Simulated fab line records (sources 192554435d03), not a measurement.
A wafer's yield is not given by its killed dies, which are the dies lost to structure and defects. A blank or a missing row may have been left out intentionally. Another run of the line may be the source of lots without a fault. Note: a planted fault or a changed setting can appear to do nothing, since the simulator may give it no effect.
Chamber matching | flow n5-finfet | N5_MOL_CONTACT_COAG_ETCH_47 on rie-diel-02: 4 sister chambers
The step etches SiNx in CH3F/O2, stops on W, target depth 27 nm. 4 wafers are shown with their chamber, then 8 later ones without.

## WAFERS, EACH WITH ITS CHAMBER
wafer  | chamber | showerhead-plenum-p-Torr (Torr)
L082.4 | 1       | 1.96
L084.3 | 2       | 1.96
L089.5 | 0       | 2.07
L094.1 | 3       | 2.07

## WAFERS WITH NO CHAMBER GIVEN
wafer  | showerhead-plenum-p-Torr (Torr)
L094.3 | 1.96
L094.4 | 1.96
L095.1 | 2.07
L095.2 | 1.95
L095.5 | 1.95
L097.2 | 1.95
L097.5 | 1.95
L097.6 | 1.95

## EACH ONE'S CHAMBER
wafer  | from the rows above     | in truth
L094.3 | can't be placed: 1 or 2 | 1
L094.4 | can't be placed: 1 or 2 | 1
L095.1 | can't be placed: 0 or 3 | 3
L095.2 | can't be placed: 1 or 2 | 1
L095.5 | can't be placed: 1 or 2 | 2
L097.2 | can't be placed: 1 or 2 | 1
L097.5 | can't be placed: 1 or 2 | 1
L097.6 | can't be placed: 1 or 2 | 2
Placed correctly: 0 of 8. Not placeable from these rows: 8 (in 8, the candidates include the true chamber). Number placed wrongly: 0.
How it was worked out, from the rows above alone: a wafer's distance from a chamber is the root of the sum, over the readings, of the square of ((its reading less the chamber's mean) divided by the reading's scatter). The wafer belongs to the nearest chamber; if the next one is less than 2 further off, it can't be placed. The mean given for a chamber averages the wafers shown for that chamber. The scatter: with one shown wafer a chamber, the root of the mean of the squares of how far each hidden wafer lies from its nearest shown one.
